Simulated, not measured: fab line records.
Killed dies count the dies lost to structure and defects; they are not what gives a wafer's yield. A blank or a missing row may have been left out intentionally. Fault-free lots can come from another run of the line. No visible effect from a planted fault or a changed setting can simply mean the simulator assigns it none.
fab line records + flow n5Finfet
record
- lots=4
- wafers=12
- lastDay=17
route steps=1938 shown BEOL_M4@1100 BEOL_M5@1112 PASSIVATION@1936
lots that met no fault: from a run of the same line without faults
startH: the number of hours between the record's first day and the start of the first shown wafer of the lot + waitH: hours since the lot's step before + " same as the row above + L1.1+2: several wafers, shown together as one row + - no value, or no start given + * or withheld: withheld + < > ~ a bound
route shown NAME@n: NAME is a module with steps in the file, n the number in the route of the first one + usual: average and standard deviation across the fault-free wafers + same: alike in all rows + chamber/n: place in a boat + sites: readings site by site + _std_site: the standard deviation of these + _edge_site: the outer-site mean with the inner-site mean subtracted + radiusMm: how far each site lies from the wafer's centre + mask NAME#n: copy n + behind: the tool/chamber that last shaped the wafer + hold: the reason the lot was held/the length of the hold in hours/how it ended + device: the transistor (n, p or np) that didn't switch + end of line: tests of these same wafers at the route's end + where a step has no rows: the recipe by itself + killed: at the first sort, the dies lost to defects and structure; wafer yield is something else + map: dies across one wafer; x = killed, . = not, _ = none there
set.NAME: the run value of the setting; set.NAME@STEP: its run value at that earlier step + model.NAME: the simulator's own value behind a step, which no gauge read
lots at selected steps of the route; one table per step, one row per wafer
services: the hour from which a tool's chamber was out of use, counted from the record's first day as startH (under 0 if before that day), plus the number of hours and why
## steps
# step N5_BEOL_M4_SPUTTER_96
# recipe
- material=Cu
- targetThkA=45
- tempC=-20
- chamberPressurePa=0.07
- powerW=withheld
- timeS=8.29
# step N5_BEOL_M4_ECD_50
# recipe
- material=Cu
- targetThkA=3000
# step N5_BEOL_M4_ANNEAL_51
# recipe
- tempC=225
- timeS=90
- ambient=N2
# step N5_BEOL_M4_CMP_52
# recipe
- stopOn=SiOC
- tOverpolishS=6.8
- downForcePsi=1
- platenRpm=50
- clearingPlatenDownForcePsi=1.5
- clearingPlatenRpm=50
- postCmpClean=cuAlkaline
- targetThkNm=40
- clearingPlatenPadVelocityMS=0.99484
- padVelocityMS=0.99484
# step N5_BEOL_M4_PRE_CLEAN_60
# recipe
- gas=NH3/H2
- timeS=15
- tempC=*
- rfPowerW=300
# step N5_BEOL_M4_CO_CAP_55
# recipe
- material=Co
- targetThkA=20
- tempC=200
- precursor=CCTBA/H2
- pressureTorr=30
- timeS=102.1
# step N5_BEOL_M4_PRE_CLEAN_56
# recipe
- gas=NH3
- timeS=15
- tempC=withheld
- rfPowerW=300
# step N5_BEOL_M4_DEP_57
# recipe
- material=SiCN
- targetThkA=80
- tempC=withheld
- precursor=3MS/NH3
- pressureTorr=3
- rfW=202
- timeS=14
# step N5_BEOL_M5_ILD_DEP_00
# recipe
- material=SiCOH_lowk
- targetThkA=1406.4
- tempC=300
- precursor=DEMS/porogen
- pressureTorr=5
- rfW=500
- timeS=25.9
# usual
- heaterPowerW=310/56
- showerheadPlenumPTorr=5.737/0.019
- showerheadVppV=1440/57
- throttleValvePct=13.7/0.38
| lot.wafer | tool     | chamber | startH | waitH | heaterPowerW | showerheadPlenumPTorr | showerheadVppV | sinceWetCleanH | throttleValvePct | model.SiCOH_lowk_of_BEOL_M5_ILD_DEP_00.thkNm |
|-----------|----------|---------|--------|-------|--------------|-----------------------|----------------|----------------|------------------|----------------------------------------------|
| L460.1    | pecvd-04 | 0       | 186.65 | 0.8   | 227          | 5.741                 | 1379           | 709            | 14.5             | 140.2                                        |
| L460.4    | "        | 0       | "      | "     | 226          | 5.767                 | 1358           | -              | 14.3             | 143                                          |
| L460.6    | "        | 2       | "      | "     | 246          | 5.767                 | 1539           | -              | 13.2             | 138.2                                        |
| L470.2    | pecvd-04 | 1       | 255.42 | 0.7   | 275          | 5.737                 | 1435           | 1503           | 14.2             | 131.6                                        |
| L470.3    | "        | 2       | "      | "     | 284          | 5.764                 | 1507           | 616            | 13.4             | 131                                          |
| L470.4    | "        | 0       | "      | "     | 213          | 5.759                 | 1358           | -              | 14.7             | 142.2                                        |
| L472.3    | pecvd-04 | 0       | 277.47 | 0.5   | 229          | 5.757                 | 1389           | 800            | 14.2             | 134.2                                        |
| L472.5    | "        | 0       | "      | "     | 232          | 5.754                 | 1358           | -              | 14.5             | 144                                          |
| L472.6    | "        | 1       | "      | "     | 277          | 5.734                 | 1449           | -              | 14.1             | 143.2                                        |
| L475.2    | pecvd-02 | 2       | 295.55 | 0.7   | 345          | 5.763                 | 1458           | 608            | 13.6             | 139.6                                        |
| L475.5    | "        | 1       | "      | "     | 252          | 5.747                 | 1419           | -              | 13.6             | 140.6                                        |
| L475.6    | "        | 2       | "      | "     | 337          | 5.751                 | 1442           | -              | 13.3             | 141.2                                        |
# step N5_BEOL_M5_CURE_79
# recipe
- tempC=385
- timeS=240
- ambient=He/Ar
- material=SiCOH_lowk
# step N5_BEOL_M5_THK_MEAS_01
# recipe
- reads=SiCOH_lowk_of_BEOL_M5_ILD_DEP_00
# usual
- M5_ILD_THK=121.3/1.5
| lot.wafer | tool         | chamber | startH | waitH | M5_ILD_THK[nm] |
|-----------|--------------|---------|--------|-------|----------------|
| L460.1    | filmMetro-01 | -       | 187.22 | 0.4   | 120.6          |
| L460.4    | "            | -       | "      | "     | 123.0          |
| L460.6    | "            | -       | "      | "     | 118.9          |
| L470.2    | filmMetro-01 | -       | 256.12 | 0.4   | 113.2          |
| L470.3    | "            | -       | "      | "     | 112.6          |
| L470.4    | "            | -       | "      | "     | 122.3          |
| L472.3    | filmMetro-01 | -       | 278.04 | 0.3   | 115.5          |
| L472.5    | "            | -       | "      | "     | 123.8          |
| L472.6    | "            | -       | "      | "     | 123.1          |
| L475.2    | filmMetro-01 | -       | 296.61 | 0.7   | 120.0          |
| L475.5    | "            | -       | "      | "     | 121.1          |
| L475.6    | "            | -       | "      | "     | 121.5          |
# step N5_BEOL_M5_PECVD_70
# recipe
- material=SiO2
- targetThkA=160
- tempC=400
- precursor=TEOS/O2
- pressureTorr=5.5
- rfW=450
- teosFlowSccm=53.8
- gas=O2
- flowSccm=3000
- timeS=18
# step N5_BEOL_M5_HM_DEP_02
# recipe
- material=TiN
- targetThkA=200
- tempC=25
- chamberPressurePa=0.49996
# step N5_BEOL_M5_COAT_59
# recipe
- resist=SOC
- tempC=250
- timeS=60
- spinRpm=1500
- resistThkNm=60
# step N5_BEOL_M5_COAT_60
# recipe
- resist=SiARC
- tempC=220
- timeS=60
- spinRpm=1500
- resistThkNm=12
# step N5_BEOL_M5_COAT_71
# recipe
- resist=underlayer
- tempC=205
- timeS=60
- spinRpm=1500
- resistThkNm=5
# step N5_BEOL_M5_COAT_05
# recipe
- resist=CAR-EUV
- spinRpm=1500
- resistThkNm=30
# step N5_BEOL_M5_EBR_07
# recipe
- solvent=PGMEA
- ebrWidthMm=1.5
# step N5_BEOL_M5_SOFTBAKE_06
# recipe
- tempC=110
- timeS=60
- resist=CAR-EUV
# step N5_BEOL_M5_EXPOSE_08
# recipe
- maskId=M5
- na=0.33
- sourceShape=annular
- sigmaInner=0.4
- sigmaOuter=0.8
- polarization=unpolarized
- targetCdNm=28
- doseMj=35.75
# step N5_BEOL_M5_PEB_09
# recipe
- pebTempC=100
- pebTimeS=60
- resist=CAR-EUV
# step N5_BEOL_M5_DEVELOP_10
# recipe
- developTimeS=30
- developer=TMAH
- resist=CAR-EUV
- rinseLiquid=surfactantRinse
- dry=airSpin
- devTempC=23
# step N5_BEOL_M5_DESCUM_16
# recipe
- chemistry=O2
- timeS=7
- sourcePowerW=50
- biasPowerW=20
- pressureMtorr=20
- rfFrequencyHz=2.712e+07
- tempC=40
- resist=CAR-EUV
- o2FlowSccm=225
# step N5_BEOL_M5_ETCH_72
# recipe
- chemistry=N2/H2
- target=underlayer
- targetDepthA=65
- maskMaterial=CAR-EUV
- timeS=5.2
- ionEnergyEv=200
- pressureMtorr=30
- sourceW=840
- biasW=150
- n2FlowSccm=200
- h2FlowSccm=200
- ends=cleared
# step N5_BEOL_M5_ETCH_61
# recipe
- chemistry=CF4
- target=SiARC
- targetDepthA=156
- maskMaterial=CAR-EUV
- timeS=26
- ionEnergyEv=80
- pressureMtorr=40
- sourceW=545
- biasW=36
- Ar_flow_sccm=100
- cf4FlowSccm=100
- ends=cleared
# step N5_BEOL_M5_ETCH_62
# recipe
- chemistry=N2/H2
- target=SOC
- targetDepthA=750
- overetchA=150
- maskMaterial=SiARC
- tempC=40
- timeS=112.5
- ionEnergyEv=200
- pressureMtorr=30
- sourceW=840
- biasW=150
- n2FlowSccm=200
- h2FlowSccm=200
# step N5_BEOL_M5_STRIP_63
# recipe
- chemistry=N2/H2
- tempC=40
- n2FlowSccm=200
- h2FlowSccm=200
- rfFrequencyHz=6e+07
# step N5_BEOL_M5_STRIP_73
# recipe
- chemistry=N2/H2
- tempC=40
- n2FlowSccm=200
- h2FlowSccm=200
- rfFrequencyHz=6e+07
# step N5_BEOL_M5_STRIP_64
# recipe
- chemistry=CF4
- resist=SiARC
- powerW=300
- biasPowerW=75
- pressureMtorr=50
- cf4FlowSccm=150
- rfFrequencyHz=6e+07
# step N5_BEOL_M5_HM_OPEN_17
# recipe
- chemistry=Cl2/BCl3
- targetDepthA=200
- overetchA=60
- target=TiN
- maskMaterial=SOC
- ionEnergyEv=150
- pressureMtorr=10
- icpW=1000
- biasW=126
- Cl2_flow_sccm=53.25
- bcl3FlowSccm=21.75
- Ar_flow_sccm=25
# step N5_BEOL_M5_STRIP_19
# recipe
- chemistry=O2
- powerW=400
- tempC=40
- pressureMtorr=30
- rfFrequencyHz=6e+07
- biasPowerW=0
- overashFraction=0.2
- o2FlowSccm=225
# step N5_BEOL_M5_COAT_65
# recipe
- resist=SOC
- tempC=250
- timeS=60
- spinRpm=1500
- resistThkNm=60
# step N5_BEOL_M5_COAT_66
# recipe
- resist=SiARC
- tempC=220
- timeS=60
- spinRpm=1500
- resistThkNm=12
# step N5_BEOL_M5_COAT_74
# recipe
- resist=underlayer
- tempC=205
- timeS=60
- spinRpm=1500
- resistThkNm=5
# step N5_BEOL_M5_CMP_52
# recipe
- stopOn=SiCOH_lowk
- tOverpolishS=6.9
- downForcePsi=1
- platenRpm=50
- clearingPlatenDownForcePsi=1.5
- clearingPlatenRpm=50
- postCmpClean=cuAlkaline
- targetThkNm=62
- clearingPlatenPadVelocityMS=0.99484
- padVelocityMS=0.99484
# usual
- headPressurePsi=0.9998/0.0024
- motorCurrentA=5.9/0.45
| lot.wafer | tool   | chamber | startH | waitH | headPressurePsi | motorCurrentA | model.SiCOH_lowk_of_BEOL_M5_ILD_DEP_00.thkNm |
|-----------|--------|---------|--------|-------|-----------------|---------------|----------------------------------------------|
| L460.1    | cmp-03 | 3       | 199.69 | 0.3   | 1.0022          | 5.3           | 117.6                                        |
| L460.4    | "      | 0       | "      | "     | 1.0035          | 5.5           | 120                                          |
| L460.6    | "      | 3       | "      | "     | 1.0027          | 5.1           | 115.8                                        |
| L470.2    | cmp-01 | 1       | 267.25 | 0.2   | 0.9999          | 5.9           | 110.2                                        |
| L470.4    | "      | 2       | "      | "     | 0.9977          | 6.8           | 119.2                                        |
| L470.3    | "      | 3       | "      | "     | 0.9996          | 5.7           | 109.8                                        |
| L472.3    | cmp-04 | 1       | 287.51 | 0.3   | 1.0037          | 5.7           | 112.4                                        |
| L472.5    | "      | 3       | "      | "     | 1.0005          | 6.3           | 120.8                                        |
| L472.6    | "      | 0       | "      | "     | 1.0011          | 5.8           | 120.2                                        |
| L475.2    | cmp-03 | 1       | 308.94 | 0.3   | 0.9978          | 6.3           | 117                                          |
| L475.6    | "      | 2       | "      | "     | 0.9980          | 5.8           | 118.6                                        |
| L475.5    | "      | 3       | "      | "     | 1.0044          | 5.9           | 118                                          |
# step N5_PASSIVATION_PROBE_49
# usual
- defectLimitedYield=91.0/1.5
- killed_at_M0_to_M3=35/11
- killed_at_M4_up=13/5
- killedAtContacts=12/5.9
- killedAtFrontEnd=42/13
- killedAtOther=3/3.2
- killedDies=106/18
- killedOpen=69/13
- killedShort=35/8.9
- sort_bin_5_function=5.2/0.95
- sort_bin_6_memory=3.3/0.71
- sortNPass=1074/18
- sortYieldPct=91.0/1.5
# same
- grossDies=1180
- killedAtBackSide=0
- sort_bin_4_leakage[%]=0
- sort_bin_8_speed[%]=0
| lot.wafer | tool      | chamber | startH | waitH | defectLimitedYield[%] | killed_at_M0_to_M3 | killed_at_M4_up | killedAtContacts | killedAtFrontEnd | killedAtOther | killedDies | killedOpen | killedShort | sort_bin_5_function[%] | sort_bin_6_memory[%] | sortNPass | sortYieldPct[%] |
|-----------|-----------|---------|--------|-------|-----------------------|--------------------|-----------------|------------------|------------------|---------------|------------|------------|-------------|------------------------|----------------------|-----------|-----------------|
| L475.2    | prober-02 | -       | 402.39 | 0.1   | 92.7                  | 20                 | 7               | 17               | 36               | 6             | 86         | 63         | 21          | 4.7                    | 2.5                  | 1094      | 92.7            |
| L475.5    | prober-02 | -       | 402.54 | 0.2   | 91.9                  | 26                 | 13              | 10               | 41               | 5             | 95         | 66         | 29          | 5.3                    | 2.5                  | 1085      | 91.9            |
| L475.6    | prober-02 | -       | 402.59 | 0.3   | 94.0                  | 27                 | 8               | 6                | 30               | 0             | 71         | 46         | 21          | 3.8                    | 2.2                  | 1109      | 94.0            |
# killed by level:class
L475.2 MOL_CONTACT_COAG:geometricParticle:open=15 FIN_SAQP:geometricParticle:open=11 STI_FIN_REVEAL:geometricParticle:open=6 FIN_SAQP:geometricParticle:short=5 BEOL_M0:geometricParticle:open=5 BEOL_M2:geometricParticle:open=5 STARTING-WAFER:geometricParticle:open=5 BEOL_M3:geometricParticle:open=4
L475.5 FIN_SAQP:geometricParticle:open=12 BEOL_M4:geometricParticle:open=8 STI_FIN_REVEAL:geometricParticle:open=5 MOL_CONTACT_COAG:geometricParticle:short=5 MOL_CONTACT_COAG:geometricParticle:open=5 BEOL_M1:geometricParticle:open=5 BEOL_M2:geometricParticle:open=5 FIN_CUT:geometricParticle:short=4
L475.6 BEOL_M3:geometricParticle:open=12 STI_FIN_REVEAL:geometricParticle:open=8 BEOL_M0_SAQP:geometricParticle:open=6 FIN_SAQP:geometricParticle:open=4 MOL_CONTACT_COAG:geometricParticle:open=4 BEOL_M0_SAQP:geometricParticle:short=4 STARTING-WAFER:geometricParticle:short=3 FIN_SAQP:geometricParticle:short=2
## services
| tool     | chamber | startH | hours | kind                          |
|----------|---------|--------|-------|-------------------------------|
| cmp-04   | -       | 168.18 | 4.9   | pm                            |
| cmp-01   | -       | 189.02 | 0.7   | repair                        |
| pecvd-02 | 2       | 194.10 | 5.5   | scheduledDown                 |
| pecvd-02 | -       | 203.84 | 3.3   | repair                        |
| pecvd-02 | 0       | 207.51 | 13.8  | repair                        |
| pecvd-04 | 0       | 245.24 | 6.4   | repair                        |
| cmp-01   | -       | 246.51 | 4.5   | repair                        |
| cmp-04   | -       | 250.04 | 4.0   | pm                            |
| cmp-04   | -       | 254.04 | -     | consumableReplace:conditioner |
| cmp-04   | -       | 254.04 | -     | consumableReplace:pad         |
| cmp-03   | -       | 265.54 | 4.3   | pm                            |
| cmp-04   | -       | 268.18 | 0.3   | repair                        |
| pecvd-02 | -       | 299.94 | 5.5   | pm                            |
## key
firstSign
- step=N5_BEOL_M5_THK_MEAS_01
- reading=M5_ILD_THK
- direction=down
- sigmas=4.9
- usual=121.3
- struck=113.8
effect none on later readings
modelEffect
- step=N5_BEOL_M5_ILD_DEP_00
- value=SiCOH_lowk_of_BEOL_M5_ILD_DEP_00.thkNm
- without=139.3
- struck=132.3
modelEffect
- step=N5_BEOL_M5_CMP_52
- value=SiCOH_lowk_of_BEOL_M5_ILD_DEP_00.thkNm
- without=116.8
- struck=110.8
metAt N5_BEOL_M5_ILD_DEP_00
struckWafers L470.2,L470.3,L472.3
onsetBetween 186.65 255.42
fault
- kind=processParameterDrift
- tool=pecvd-04
- chamber=-
- onsetH=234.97
- steps=N5_BEOL_M5_ILD_DEP_00
- channel=timeS
- offset=*
- shape=step
- endH=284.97
- scope=struckWafersOnly
- actsIn=*
- stated=*
